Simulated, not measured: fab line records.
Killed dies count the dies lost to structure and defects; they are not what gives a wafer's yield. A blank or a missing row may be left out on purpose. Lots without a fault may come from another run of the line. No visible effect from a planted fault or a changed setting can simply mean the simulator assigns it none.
fab line records | flow nandHarc
record lots=5 | wafers=15 | lastDay=30
route steps=1302 shown A_CHANNEL_FILL_D2@632 A_STAIRCASE@639
lots with no fault: from the same line, run without faults
startH: hours from the record's first day to the start of the lot's first wafer shown | waitH: how many hours have passed since the lot's step before this one | " identical to the entry in the row above | L1.1+2: a single row standing in for several wafers | - no value, or no start given | * or withheld: withheld | < > ~ a bound
route shown NAME@n: names a module that has steps shown in the file, with the first one's number in the route | usual: average and standard deviation across the fault-free wafers | same: alike in all rows | chamber/n: place in a boat | sites: the reading at each site | _std_site: standard deviation of those values | _edge_site: mean of outer sites minus mean of inner sites | radiusMm: for every site, how far away it sits from the centre of the wafer | mask NAME#n: copy n | behind: the tool/chamber that last shaped the wafer | hold: why the lot was held/for how many hours/how that ended | device: whichever transistor did not switch (one of n, p or np) | end of line: tests of these same wafers at the route's end | for a step that has no rows: nothing shown but its recipe | killed: count of dies lost to structure and defects at first sort (not the wafer's yield) | map: a wafer's dies, marking killed ones x, the rest . and places with no die _
set.NAME: the run value of the setting; set.NAME@STEP: its run value at that earlier step | model.NAME: the simulator's own value behind a step, which no gauge read
a table for each step, a row for each wafer; lots at some steps of the route
services: a tool's chamber out of use, with start hour (startH, from the record's first day; less than 0 if before it), hours out, and reason
## steps
# step NHARC_A_CHANNEL_FILL_D2_CVD_09
# recipe targetThkA=1500 | tempC=620 | pressureMtorr=200 | timeS=3000 | material=poly-Si
# usual spikeTcCentreC=619.8/1.1
lot.wafer | tool         | chamber | startH | waitH | spikeTcCentreC
L077.2    | lpcvdPoly-02 | 0       | 375.05 | 2.4   | 620.1
L077.3    | "            | 0       | "      | "     | 620.3
L077.4    | "            | 0       | "      | "     | 619.3
L078.2    | lpcvdPoly-02 | 0       | 386.11 | 2.4   | 620.2
L078.3    | "            | 0       | "      | "     | 620.6
L078.5    | "            | 0       | "      | "     | 620.3
L083.1    | lpcvdPoly-01 | 0       | 437.56 | 2.6   | 621.1
L083.3    | "            | 0       | "      | "     | 621.7
L083.4    | "            | 0       | "      | "     | 620.7
L084.3    | lpcvdPoly-03 | 0       | 460.43 | 2.3   | 620.2
L084.4    | "            | 0       | "      | "     | 621.1
L084.6    | "            | 0       | "      | "     | 618.4
L088.4    | lpcvdPoly-02 | 0       | 493.59 | 2.3   | 619.7
L088.5    | "            | 0       | "      | "     | 618.7
L088.6    | "            | 0       | "      | "     | 618.5
# step NHARC_A_CHANNEL_FILL_D2_CMP_10
# recipe targetThkNm=150
# usual motorCurrentA=11.9/1.1 | timeToEndpointS=15.8/2.5
lot.wafer | tool   | chamber | startH | waitH | motorCurrentA | timeToEndpointS
L077.4    | cmp-04 | 1       | 378.24 | 0.4   | 10.3          | 14.1
L077.2    | "      | 3       | "      | "     | 11.6          | 18.1
L077.3    | "      | 0       | "      | "     | 11.9          | 15.6
L078.3    | cmp-01 | 2       | 389.34 | 0.4   | 12.9          | 18.8
L078.2    | "      | 3       | "      | "     | 11.3          | 14.4
L078.5    | "      | 1       | "      | "     | 11.0          | 18.6
L083.1    | cmp-01 | 3       | 440.71 | 0.4   | 11.7          | 14.8
L083.4    | "      | 1       | "      | "     | 11.1          | 19.3
L083.3    | "      | 2       | "      | "     | 13.2          | 21.6
L084.3    | cmp-01 | 2       | 463.63 | 0.4   | 12.2          | 18.2
L084.4    | "      | 3       | "      | "     | 11.4          | 15.6
L084.6    | "      | 1       | "      | "     | 10.7          | 15.8
L088.4    | cmp-04 | 1       | 496.85 | 0.4   | 10.4          | 15.0
L088.5    | "      | 2       | "      | "     | 12.8          | 12.9
L088.6    | "      | 3       | "      | "     | 11.8          | 16.7
# step NHARC_A_CHANNEL_FILL_D2_SRD_12
lot.wafer  | tool        | chamber | startH | waitH
L077.3+2+4 | wetBench-03 | 2,3,7   | 378.53 | 0.0
L078.2+3+5 | wetBench-05 | 2,4,6   | 389.61 | 0.0
L083.4+1+3 | wetBench-09 | 7,1,2   | 441.01 | 0.0
L084.3+4+6 | wetBench-03 | 0,1,2   | 463.89 | 0.0
L088.4+5+6 | wetBench-09 | 3,4,7   | 497.08 | 0.0
# step NHARC_A_CHANNEL_FILL_D2_RTA_24
# recipe tempC=1000 | timeS=5
# usual annealTempCMax=1004.0/1.7 | lampPowerPct=30.0/0.39 | lamp_zone_3_pct=30.0/0.39 | lamp_zone_7_pct=30.5/0.39 | wafer_temp_C_max=1005.6/2.1
lot.wafer | tool         | chamber | startH | waitH | annealTempCMax | lampPowerPct | lamp_zone_3_pct | lamp_zone_7_pct | wafer_temp_C_max
L077.2    | rtpAnneal-02 | 0       | 378.75 | 0.1   | 1004.6         | 30.3         | 30.3            | 30.8            | 1003.8
L077.3    | "            | 0       | "      | "     | 1003.6         | 30.3         | 30.3            | 30.8            | 1003.1
L077.4    | "            | 0       | "      | "     | 1003.0         | 30.4         | 30.3            | 30.8            | 1003.4
L078.2    | rtpAnneal-01 | 0       | 389.76 | 0.1   | 1004.2         | 29.5         | 29.5            | 29.9            | 1010.0
L078.3    | "            | 0       | "      | "     | 1004.9         | 29.5         | 29.5            | 30.0            | 1008.0
L078.5    | "            | 0       | "      | "     | 1006.0         | 29.4         | 29.5            | 29.9            | 1006.6
L083.1    | rtpAnneal-02 | 0       | 441.13 | 0.0   | 1002.7         | 30.3         | 30.3            | 30.8            | 1004.2
L083.3    | "            | 0       | "      | "     | 1002.1         | 30.4         | 30.3            | 30.8            | 1004.6
L083.4    | "            | 0       | "      | "     | 1003.3         | 30.3         | 30.3            | 30.8            | 1003.5
L084.3    | rtpAnneal-02 | 0       | 464.06 | 0.1   | 1002.5         | 30.3         | 30.3            | 30.9            | 1004.1
L084.4    | "            | 0       | "      | "     | 1003.3         | 30.4         | 30.4            | 30.8            | 1005.9
L084.6    | "            | 0       | "      | "     | 1003.1         | 30.3         | 30.3            | 30.8            | 1006.2
L088.4    | rtpAnneal-02 | 0       | 497.28 | 0.1   | 1003.4         | 30.3         | 30.3            | 30.8            | 1003.7
L088.5    | "            | 0       | "      | "     | 1003.7         | 30.3         | 30.3            | 30.8            | 1004.5
L088.6    | "            | 0       | "      | "     | 1003.9         | 30.4         | 30.3            | 30.9            | 1006.2
# step NHARC_A_CHANNEL_FILL_D2_INSPECT_13
# usual rawDefectCount=366/120
lot.wafer | tool             | chamber | startH | waitH | rawDefectCount
L077.2    | defectInspect-02 | -       | 378.92 | 0.1   | 354
L077.3    | "                | -       | "      | "     | 405
L077.4    | "                | -       | "      | "     | 269
L078.2    | defectInspect-01 | -       | 389.93 | 0.1   | 203
L078.3    | "                | -       | "      | "     | 262
L078.5    | "                | -       | "      | "     | 343
L083.1    | defectInspect-02 | -       | 441.33 | 0.2   | 289
L083.3    | "                | -       | "      | "     | 188
L083.4    | "                | -       | "      | "     | 331
L084.3    | defectInspect-02 | -       | 464.20 | 0.1   | 291
L084.4    | "                | -       | "      | "     | 310
L084.6    | "                | -       | "      | "     | 304
L088.4    | defectInspect-02 | -       | 497.39 | 0.1   | 826
L088.5    | "                | -       | "      | "     | 257
L088.6    | "                | -       | "      | "     | 276
# step NHARC_A_STAIRCASE_DEP_156
# recipe targetThkA=500 | tempC=400 | targetThkNm=50 | flowSccm=200 | rfW=450 | material=SiNx
# usual heaterPowerW=750/96 | susceptorTempC=400.01/0.24
lot.wafer | tool     | chamber | startH | waitH | heaterPowerW | susceptorTempC
L077.3    | pecvd-01 | 0       | 379.02 | 0.1   | 702          | 400.15
L077.2    | "        | 1       | "      | "     | 939          | 399.83
L077.4    | "        | 2       | "      | "     | 700          | 400.00
L078.2    | pecvd-01 | 1       | 390.00 | 0.1   | 870          | 399.96
L078.3    | "        | 2       | "      | "     | 797          | 399.94
L078.5    | "        | 1       | "      | "     | 875          | 399.62
L083.1    | pecvd-01 | 0       | 441.40 | 0.1   | 788          | 400.24
L083.3    | "        | 1       | "      | "     | 787          | 400.51
L083.4    | "        | 1       | "      | "     | 801          | 400.45
L084.3    | pecvd-02 | 2       | 464.33 | 0.1   | 827          | 399.56
L084.6    | "        | 0       | "      | "     | 574          | 399.80
L084.4    | "        | 2       | "      | "     | 858          | 399.86
L088.6    | pecvd-04 | 0       | 497.54 | 0.1   | 635          | 400.08
L088.5    | "        | 1       | "      | "     | 688          | 399.87
L088.4    | "        | 2       | "      | "     | 866          | 399.76
# step NHARC_A_STAIRCASE_DEHYDRATE_158
# recipe tempC=150 | timeS=120
# usual resistLineTempC=22.98/0.1
lot.wafer | tool          | chamber | startH | waitH | resistLineTempC
L077.2    | lithoTrack-05 | 0       | 379.26 | 0.2   | 23.07
L077.3    | "             | 0       | "      | "     | 23.01
L077.4    | "             | 0       | "      | "     | 22.97
L078.2    | lithoTrack-05 | 0       | 390.27 | 0.2   | 23.14
L078.3    | "             | 0       | "      | "     | 23.03
L078.5    | "             | 0       | "      | "     | 22.96
L083.1    | lithoTrack-05 | 0       | 441.67 | 0.2   | 22.91
L083.3    | "             | 0       | "      | "     | 22.86
L083.4    | "             | 0       | "      | "     | 22.89
L084.3    | lithoTrack-03 | 0       | 464.54 | 0.2   | 22.93
L084.4    | "             | 0       | "      | "     | 22.93
L084.6    | "             | 0       | "      | "     | 22.84
L088.4    | lithoTrack-05 | 0       | 497.73 | 0.1   | 23.01
L088.5    | "             | 0       | "      | "     | 22.96
L088.6    | "             | 0       | "      | "     | 22.95
# step NHARC_A_STAIRCASE_HMDS_159
# recipe timeS=30
# usual resistLineTempC=23.00/0.12
lot.wafer | tool          | chamber | startH | waitH | resistLineTempC
L077.2    | lithoTrack-05 | 0       | -      | -     | 23.15
L077.3    | "             | 0       | "      | "     | 22.85
L077.4    | "             | 0       | "      | "     | 23.02
L078.2    | lithoTrack-05 | 0       | -      | -     | 22.93
L078.3    | "             | 0       | "      | "     | 23.03
L078.5    | "             | 0       | "      | "     | 23.15
L083.1    | lithoTrack-05 | 0       | -      | -     | 22.98
L083.3    | "             | 0       | "      | "     | 22.93
L083.4    | "             | 0       | "      | "     | 22.80
L084.3    | lithoTrack-03 | 0       | -      | -     | 23.24
L084.4    | "             | 0       | "      | "     | 23.04
L084.6    | "             | 0       | "      | "     | 22.95
L088.4    | lithoTrack-05 | 0       | -      | -     | 23.00
L088.5    | "             | 0       | "      | "     | 23.12
L088.6    | "             | 0       | "      | "     | 23.24
# step NHARC_A_STAIRCASE_COAT_160
# recipe spinRpm=1200
# usual resistLineTempC=22.98/0.1
lot.wafer | tool          | chamber | startH | waitH | resistLineTempC
L077.2    | lithoTrack-05 | 0       | -      | -     | 23.04
L077.3    | "             | 0       | "      | "     | 23.13
L077.4    | "             | 0       | "      | "     | 23.23
L078.2    | lithoTrack-05 | 0       | -      | -     | 23.07
L078.3    | "             | 0       | "      | "     | 22.92
L078.5    | "             | 0       | "      | "     | 22.89
L083.1    | lithoTrack-05 | 0       | -      | -     | 23.00
L083.3    | "             | 0       | "      | "     | 22.74
L083.4    | "             | 0       | "      | "     | 22.98
L084.3    | lithoTrack-03 | 0       | -      | -     | 22.85
L084.4    | "             | 0       | "      | "     | 22.91
L084.6    | "             | 0       | "      | "     | 22.91
L088.4    | lithoTrack-05 | 0       | -      | -     | 22.89
L088.5    | "             | 0       | "      | "     | 22.83
L088.6    | "             | 0       | "      | "     | 22.90
# step NHARC_A_STAIRCASE_SOFTBAKE_161
# recipe tempC=135 | timeS=170
# usual resistLineTempC=22.99/0.11
lot.wafer | tool          | chamber | startH | waitH | resistLineTempC
L077.2    | lithoTrack-05 | 0       | -      | -     | 23.03
L077.3    | "             | 0       | "      | "     | 22.83
L077.4    | "             | 0       | "      | "     | 23.04
L078.2    | lithoTrack-05 | 0       | -      | -     | 23.30
L078.3    | "             | 0       | "      | "     | 22.96
L078.5    | "             | 0       | "      | "     | 22.98
L083.1    | lithoTrack-05 | 0       | -      | -     | 23.19
L083.3    | "             | 0       | "      | "     | 23.19
L083.4    | "             | 0       | "      | "     | 23.21
L084.3    | lithoTrack-03 | 0       | -      | -     | 22.99
L084.4    | "             | 0       | "      | "     | 22.92
L084.6    | "             | 0       | "      | "     | 22.95
L088.4    | lithoTrack-05 | 0       | -      | -     | 22.87
L088.5    | "             | 0       | "      | "     | 22.86
L088.6    | "             | 0       | "      | "     | 22.97
# step NHARC_A_STAIRCASE_EBR_162
# usual resistLineTempC=23.02/0.12
lot.wafer | tool          | chamber | startH | waitH | resistLineTempC
L077.2    | lithoTrack-05 | 0       | -      | -     | 23.07
L077.3    | "             | 0       | "      | "     | 22.95
L077.4    | "             | 0       | "      | "     | 23.01
L078.2    | lithoTrack-05 | 0       | -      | -     | 23.00
L078.3    | "             | 0       | "      | "     | 22.84
L078.5    | "             | 0       | "      | "     | 23.22
L083.1    | lithoTrack-05 | 0       | -      | -     | 23.02
L083.3    | "             | 0       | "      | "     | 23.03
L083.4    | "             | 0       | "      | "     | 23.01
L084.3    | lithoTrack-03 | 0       | -      | -     | 23.13
L084.4    | "             | 0       | "      | "     | 23.02
L084.6    | "             | 0       | "      | "     | 23.05
L088.4    | lithoTrack-05 | 0       | -      | -     | 22.92
L088.5    | "             | 0       | "      | "     | 22.81
L088.6    | "             | 0       | "      | "     | 22.82
## services
tool          | chamber | startH | hours | kind
wetBench-09   | -       | 352.80 | 8.0   | pm
cmp-04        | -       | 363.40 | 0.7   | repair
rtpAnneal-01  | -       | 372.00 | 12.0  | pm
cmp-01        | -       | 381.66 | 4.0   | pm
cmp-01        | -       | 385.66 | -     | consumableReplace:conditioner
cmp-01        | -       | 385.66 | -     | consumableReplace:pad
wetBench-03   | -       | 386.46 | 8.0   | pm
lpcvdPoly-03  | -       | 388.32 | 26.0  | pm
pecvd-04      | -       | 403.19 | 1.4   | repair
cmp-04        | -       | 405.00 | 4.0   | pm
pecvd-02      | 1       | 405.17 | 5.9   | repair
cmp-01        | -       | 406.80 | 3.8   | repair
pecvd-02      | -       | 408.40 | 13.0  | pm
pecvd-04      | -       | 411.81 | 0.8   | repair
cmp-01        | -       | 420.63 | 3.0   | repair
wetBench-05   | -       | 428.61 | 1.7   | repair
cmp-01        | -       | 432.70 | 0.5   | repair
wetBench-05   | -       | 436.80 | 8.0   | pm
lithoTrack-03 | -       | 450.00 | 7.0   | pm
pecvd-04      | -       | 450.00 | 13.0  | pm
lithoTrack-05 | -       | 474.00 | 7.0   | pm
cmp-01        | -       | 479.66 | 4.0   | pm
pecvd-01      | -       | 492.08 | 0.7   | repair
pecvd-01      | -       | 492.79 | 13.0  | pm
## key
fault none
